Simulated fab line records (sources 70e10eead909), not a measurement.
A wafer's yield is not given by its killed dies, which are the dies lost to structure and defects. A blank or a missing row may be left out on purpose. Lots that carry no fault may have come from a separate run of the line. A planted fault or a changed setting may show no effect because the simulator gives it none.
Problem report in the 8D (eight disciplines) form, filled by code -- flow nand harc -- the parts of the form that need people (team, actions taken, sign-off) are left out

== 1. THE PROBLEM ==
killed at array at NHARC_END_SORT_01 reads a mean of 537 on 3 wafers of 1 lot; wafers without a fault read 28 with a standard deviation of 8.6. Measured from the usual mean, that is +59 standard deviations.
Earliest sighting: wafer L769.1 on prober-01 at day 21 20:43. The record holds 3 wafers of 1 lot with a number at this step. The rule behind "out" and "out of limits": a value lying over 4 standard deviations away from the usual mean. The rest of the wafers with a number are treated as sound.

== 2. WHAT IT IS; WHAT IT IS NOT ==
question,is,is not
which readings at this step,"killed at array, killed dies","killed at other, killed at periphery"
which lots,L769,-
which wafers of those lots,all that have a number,-
read on which gauges,prober-01,-
when,from day 21 20:43,up to then (0 sound wafers)

== 3. SUSPECTS, AND WHAT RULES EACH OUT ==
Counting: a tool at a process step up to the reading stays a suspect if it ran every lot that is out and no sound lot after the first of them.
- the gauge at NHARC_END_SORT_01: kept. All the wafers that are out were read on prober-01, and no step on other tools shows them out.
- lpcvd-02 at NHARC_A_STAIRCASE_CVD_552 (deposits SiNx, target thk 40 nm): kept. It ran the lot that is out, L769 (day 14 14:56), and no sound lot after that.
What counting leaves: lpcvd-02 at NHARC_A_STAIRCASE_CVD_552 and prober-01 at NHARC_END_SORT_01.

== 4. THE CAUSE (what the simulator had put in) ==
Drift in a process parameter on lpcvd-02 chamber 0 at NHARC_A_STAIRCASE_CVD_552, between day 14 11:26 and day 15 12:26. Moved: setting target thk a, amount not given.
This tool is one of the 2 suspects left after counting.

== 5. THE CHAIN OF EFFECTS, in route order ==
One row per reading whose mean, taken over the struck wafers that have a number, lies over 3 standard deviations from the usual. Scope: only readings with a usual standard deviation given in the record; hours: median across lots of the time from each lot's start at the first step in this table that gives one to its start at this step; sigmas: change in usual standard deviations.
hours,step,reading,usual,on struck wafers,change,sigmas
0,NHARC_END_SORT_01,killed at array,28,537,+509,+59
0,NHARC_END_SORT_01,killed dies,32,542,+510,+59

== 6. HOW IT WOULD HAVE BEEN CAUGHT EARLIER ==
The first out-of-limits reading at a measuring or inspecting step in this record came at day 21 20:43, 177 hours after the fault's start at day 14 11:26.
Each of the lots that are out, 1 in all, had begun NHARC_A_STAIRCASE_CVD_552 on lpcvd-02 no later than day 21 20:43. A hold on the tool at that time would have spared none of them.
